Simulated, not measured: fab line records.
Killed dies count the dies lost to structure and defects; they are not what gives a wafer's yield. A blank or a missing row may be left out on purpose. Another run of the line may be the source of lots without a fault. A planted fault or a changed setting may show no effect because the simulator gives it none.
One fault through the eyes of 2 desks :: flow nand_harc :: what lay behind the numbers comes last; until then each desk has only its own

== AT THE METROLOGY DESK ==
What the gauges read, lot by lot, whatever tool the lot ran on: means of the sampled wafers that have a number. A lot is out of limits, marked OUT, if its mean lies more than 4 standard deviations from the usual mean; the brackets give that distance.
Columns: A = overlay_x_nm at NHARC_A_BLC_OVL_MEAS_11, usual 0.1 nm; B = overlay_y_nm at NHARC_A_BLC_OVL_MEAS_11, usual -0.3 nm
lot: L661
first seen here: day 23 02:13
A: 1.1
B: -1.2

lot: L662
first seen here: day 23 17:58
A: 0.9
B: -0.2

lot: L664
first seen here: day 23 19:55
A: 0.7
B: -1.3

lot: L667
first seen here: day 25 06:48
A: -0.1
B: -1.1

lot: L669
first seen here: day 26 01:45
A: 0.8
B: -0.1

lot: L673
first seen here: day 28 07:49
A: 0.1
B: -0.7

lot: L674
first seen here: day 28 08:24
A: 0.4
B: -0.2

lot: L679
first seen here: day 30 01:13
A: -1.0
B: -0.5

lot: L678
first seen here: day 30 03:34
A: -0.5
B: 0.2

lot: L677
first seen here: day 30 12:17
A: 0.2
B: 0.5

lot: L680
first seen here: day 31 07:31
A: -1.6
B: 0.2

lot: L681
first seen here: day 31 09:21
A: 0.5
B: -0.9

lot: L683
first seen here: day 31 21:10
A: -0.6
B: -1.3
This desk's verdict: no lot among the 13 shows anything out of limits.

== AT THE TOOL OWNER'S DESK: ald_metal-01 ==
The tool's own readings at NHARC_A_BLC_ALD_23 (deposits TiN, target thk 3 nm, pulse time 1 s, ald cycles 150): means of the sampled wafers that have a number, for each lot that ran on this tool. A lot is out of limits, marked OUT, if its mean lies more than 4 standard deviations from the usual mean; the brackets give that distance.
Columns: A = heater_power_w at NHARC_A_BLC_ALD_23, usual 1019 W; B = precursor_pulse_height_rel at NHARC_A_BLC_ALD_23, usual 1.000
lot: L662
first seen here: day 23 19:56
A: 941
B: 1.017

lot: L667
first seen here: day 25 08:44
A: 960
B: 0.988

lot: L669
first seen here: day 26 03:40
A: 1064
B: 0.988

lot: L674
first seen here: day 28 10:19
A: 998
B: 0.996

lot: L680
first seen here: day 31 09:26
A: 949
B: 0.996
This desk's verdict: no lot among the 5 shows anything out of limits.

== BROUGHT TOGETHER ==
From the metrology desk's view, nothing was out of limits.
The desk of the tool owner found nothing out of limits.

== WHAT THE SIMULATOR HAD INSERTED ==
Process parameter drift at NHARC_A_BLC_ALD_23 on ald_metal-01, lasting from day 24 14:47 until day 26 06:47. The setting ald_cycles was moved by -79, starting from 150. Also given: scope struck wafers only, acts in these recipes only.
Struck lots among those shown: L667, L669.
